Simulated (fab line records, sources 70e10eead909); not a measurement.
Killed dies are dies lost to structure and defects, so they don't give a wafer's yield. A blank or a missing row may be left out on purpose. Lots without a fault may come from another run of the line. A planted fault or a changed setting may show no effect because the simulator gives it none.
Chamber matching | flow nand_harc | NHARC_A_CONTACT_ALD_18 on ald_metal-03: 4 sister chambers
The step deposits TiN, target thk 3 nm, pulse time 1 s, ald cycles 150. 14 wafers are shown with their chamber, then 7 later ones without.

WAFERS WITH THEIR CHAMBER
wafer  | chamber | heater_power_w (W) | precursor_pulse_height_rel
L843.1 | 1       | 1258               | 0.982
L843.4 | 2       | 1321               | 1.000
L843.6 | 1       | 1265               | 1.000
L844.2 | 2       | 1287               | 1.023
L844.3 | 1       | 1306               | 1.001
L844.4 | 0       | 1158               | 1.023
L848.1 | 1       | 1226               | 0.997
L848.2 | 2       | 1311               | 1.022
L848.4 | 3       | 1085               | 0.983
L850.2 | 2       | 1338               | 1.015
L850.4 | 3       | 1119               | 1.020
L850.5 | 3       | 1126               | 0.976
L854.1 | 0       | 1103               | 1.014
L854.2 | 2       | 1344               | 1.004

SIGNATURES (means of the wafers above)
reading                    | chamber 0 | chamber 1 | chamber 2 | chamber 3 | scatter within a chamber
heater_power_w             | 1130.50   | 1263.75   | 1320.20   | 1110.00   | 27.9
precursor_pulse_height_rel | 1.01850   | 0.99500   | 1.01280   | 0.99300   | 0.0135
Rule: a wafer's distance from a chamber is the root of the sum, over the readings, of the square of ((its reading less the chamber's mean) divided by the reading's scatter). The wafer belongs to the nearest chamber; if the next one is less than 2 further off, it can't be placed. The scatter: the root of (the sum of the squares of (reading less its chamber's mean) over the shown wafers, divided by (wafers less chambers)).

WAFERS WITHOUT THEIR CHAMBER
wafer  | heater_power_w (W) | precursor_pulse_height_rel
L854.5 | 1242               | 1.015
L856.3 | 1384               | 0.991
L856.5 | 1230               | 1.013
L856.6 | 1126               | 1.010
L865.3 | 1349               | 0.988
L865.4 | 1242               | 1.018
L865.6 | 1098               | 0.997

WHICH CHAMBER EACH WENT THROUGH
wafer  | from the rows above          | in truth
L854.5 | can't be placed: 1 or 2      | 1
L856.3 | can't be placed: 2 or 1      | 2
L856.5 | can't be placed: 1 or 2 or 0 | 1
L856.6 | can't be placed: 0 or 3      | 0
L865.3 | can't be placed: 2 or 1      | 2
L865.4 | can't be placed: 1 or 2      | 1
L865.6 | can't be placed: 3 or 0      | 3
Placed correctly: 0 of 7. Can't be placed from these rows: 7 (the true chamber is among the candidates in 7). Placed wrongly: 0.
